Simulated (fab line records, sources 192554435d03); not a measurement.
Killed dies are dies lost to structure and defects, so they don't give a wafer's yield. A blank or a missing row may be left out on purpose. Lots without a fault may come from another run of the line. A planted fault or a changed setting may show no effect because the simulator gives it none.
Which tool did it? | flow n5_finfet | 11 lots, 28 wafers sampled, at 4 steps of a route of 1938

WHAT THE GAUGES READ, wafer by wafer
N5_BEOL_M7_CD_MEAS_11: target cd 38.5 nm. Usual: cd_nm 38.7 nm, standard deviation 0.65.
lot  | measured     | on        | cd_nm (nm)     | flag
L169 | day 8 13:25  | cd_sem-01 | 37.7 38.3 39.6 |
L170 | day 8 22:15  | cd_sem-02 | 38.5 39.7 39.2 |
L171 | day 9 15:55  | cd_sem-03 | 39.6 38.4 38.5 |
L175 | day 10 17:18 | cd_sem-01 | 38.2 39.2      |
L177 | day 11 01:29 | cd_sem-02 | 37.4 37.4      |
L180 | day 11 20:24 | cd_sem-02 | 37.8 39.6      |
L183 | day 13 00:29 | cd_sem-03 | 38.7 39.5 38.5 |
L185 | day 13 12:38 | cd_sem-02 | 39.4 37.8      |
L186 | day 13 21:15 | cd_sem-02 | 38.6 38.9 39.9 |
L189 | day 14 05:59 | cd_sem-03 | 38.2 38.5      |
L192 | day 15 19:20 | cd_sem-02 | 38.6 38.0 38.4 |

N5_BEOL_M7_INSPECT_30: inspects for defects (brightfield). Usual: raw_defect_count 413, standard deviation 84.
lot  | measured     | on                | raw_defect_count | flag
L169 | day 8 17:43  | defect_inspect-02 | 431 318 387      |
L170 | day 9 00:24  | defect_inspect-02 | 430 409 322      |
L171 | day 9 17:00  | defect_inspect-01 | 476 345 524      |
L175 | day 10 19:33 | defect_inspect-01 | 347 276          |
L177 | day 11 04:50 | defect_inspect-01 | 322 321          |
L180 | day 11 23:16 | defect_inspect-01 | 418 350          |
L183 | day 13 03:08 | defect_inspect-02 | 736 845 836      | OFF
L185 | day 13 18:07 | defect_inspect-01 | 307 380          |
L186 | day 13 22:50 | defect_inspect-01 | 767 780 806      | OFF
L189 | day 14 08:11 | defect_inspect-01 | 452 319          |
L192 | day 15 22:19 | defect_inspect-01 | 447 325 335      |

WHICH TOOL RAN EACH LOT (tool, then ch and the chambers of the sampled wafers, then the start)
lot  | N5_BEOL_M7_STRIP_67                | N5_BEOL_M7_HM_OPEN_17
L169 | rie_diel-03 ch 0,1,3, day 8 13:56  | rie_metal-03 ch 0,1, day 8 13:59
L170 | rie_diel-06 ch 0,1,3, day 8 22:35  | rie_metal-01 ch 0, day 8 22:37
L171 | rie_diel-06 ch 1,2,3, day 9 16:14  | rie_metal-01 ch 0,1, day 9 16:19
L175 | rie_diel-03 ch 1, day 10 17:42     | rie_metal-01 ch 0,1, day 10 17:45
L177 | rie_diel-03 ch 0,2, day 11 02:02   | rie_metal-01 ch 0,1, day 11 02:05
L180 | rie_diel-04 ch 2,3, day 11 20:43   | rie_metal-03 ch 0,1, day 11 20:46
L183 | rie_diel-06 ch 1,2,3, day 13 00:50 | rie_metal-03 ch 0,1, day 13 00:54
L185 | rie_diel-03 ch 0,3, day 13 12:58   | rie_metal-02 ch 0,1, day 13 13:01
L186 | rie_diel-04 ch 2,3, day 13 21:35   | rie_metal-03 ch 0,1, day 13 21:37
L189 | rie_diel-06 ch 0,2, day 14 06:19   | rie_metal-02 ch 1, day 14 06:21
L192 | rie_diel-04 ch 0,3, day 15 19:59   | rie_metal-02 ch 0,1, day 15 20:01
- N5_BEOL_M7_STRIP_67: strips in CF4.
- N5_BEOL_M7_HM_OPEN_17: chemistry Cl2/BCl3, target TiN, target depth 20 nm, overetch 6 nm.

WHAT THE TOOLS THEMSELVES READ (means of the sampled wafers that have a number; where no wafer has one, the mark that the record gives instead)
N5_BEOL_M7_STRIP_67. Usual: drypump_motor_current_A 5.9 A, standard deviation 0.32; oes_product_au 0.81 a.u., standard deviation 0.085; rf_vpp_V 270.7 V, standard deviation 1.8; showerhead_plenum_p_Torr 1.78 Torr, standard deviation 0.07; throttle_valve_pct 13.52 %, standard deviation 0.23.
lot  | tool        | drypump_motor_current_A (A) | oes_product_au (a.u.) | rf_vpp_V (V) | showerhead_plenum_p_Torr (Torr) | throttle_valve_pct (%) | flag
L169 | rie_diel-03 | 5.6                         | 0.77                  | 270.4        | 1.76                            | 13.70                  |
L170 | rie_diel-06 | 5.9                         | 0.79                  | 269.2        | 1.73                            | 13.64                  |
L171 | rie_diel-06 | 6.0                         | 0.78                  | 271.6        | 1.78                            | 13.65                  |
L175 | rie_diel-03 | 5.6                         | 0.72                  | 270.5        | 1.72                            | 13.93                  |
L177 | rie_diel-03 | 6.2                         | 0.89                  | 270.7        | 1.81                            | 13.43                  |
L180 | rie_diel-04 | 5.9                         | 0.84                  | 270.3        | 1.73                            | 13.34                  |
L183 | rie_diel-06 | 6.0                         | 0.82                  | 270.7        | 1.77                            | 13.54                  |
L185 | rie_diel-03 | 5.7                         | 0.86                  | 272.1        | 1.86                            | 13.38                  |
L186 | rie_diel-04 | 5.9                         | 0.84                  | 270.1        | 1.76                            | 13.37                  |
L189 | rie_diel-06 | 5.7                         | 0.89                  | 272.8        | 1.87                            | 13.28                  |
L192 | rie_diel-04 | 5.5                         | 0.73                  | 269.6        | 1.69                            | 13.52                  |

N5_BEOL_M7_HM_OPEN_17. Usual: drypump_motor_current_A 5.7 A, standard deviation 0.35; oes_product_au 0.68 a.u., standard deviation 0.068; throttle_valve_pct 22.02 %, standard deviation 0.24.
lot  | tool         | drypump_motor_current_A (A) | oes_product_au (a.u.) | throttle_valve_pct (%) | flag
L169 | rie_metal-03 | 5.8                         | 0.67                  | 22.07                  |
L170 | rie_metal-01 | 5.2                         | 0.77                  | 22.27                  |
L171 | rie_metal-01 | 5.4                         | 0.82                  | 22.22                  |
L175 | rie_metal-01 | 5.3                         | 0.78                  | 22.23                  |
L177 | rie_metal-01 | 5.3                         | 0.78                  | 22.26                  |
L180 | rie_metal-03 | 5.8                         | 0.65                  | 22.05                  |
L183 | rie_metal-03 | 5.8                         | 0.65                  | 22.09                  |
L185 | rie_metal-02 | 5.9                         | 0.62                  | 21.75                  |
L186 | rie_metal-03 | 5.8                         | 0.65                  | 22.11                  |
L189 | rie_metal-02 | 6.3                         | 0.64                  | 21.61                  |
L192 | rie_metal-02 | 5.8                         | 0.62                  | 21.80                  |

THE ANSWER, worked out from the rows above alone
Rule: a lot is off if the mean of its wafers that have a number lies more than 3 standard deviations from the usual mean. A lot without any number at a reading at which 4 lots or more have one is off too. The other lots that the step has rows for count as sound. The gauges are gone through in route order, then the tools' own readings, and for those a lot's mean is taken as printed above. The first step at which some lot is off is used, and at that step the reading that is off furthest; a lot without a number counts as furthest.
Off: L183, L186, at N5_BEOL_M7_INSPECT_30 (raw_defect_count).
A tool fits if, at a process step before that reading, it ran every lot that is off, and no sound lot after the first of them. The gauges at N5_BEOL_M7_INSPECT_30 are tried like those tools. One fits: rie_metal-03 at N5_BEOL_M7_HM_OPEN_17. Its last sound lot is L180 (day 11 20:46), its first lot that is off L183 (day 13 00:54): a fault that began between those two fits.

WHAT THE SIMULATOR HAD PUT IN
Chamber particle source: rie_metal-03, from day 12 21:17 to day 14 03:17, at N5_BEOL_M7_HM_OPEN_17. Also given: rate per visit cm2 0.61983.
Lots struck among those shown: L183, L186. The rule above found the same.
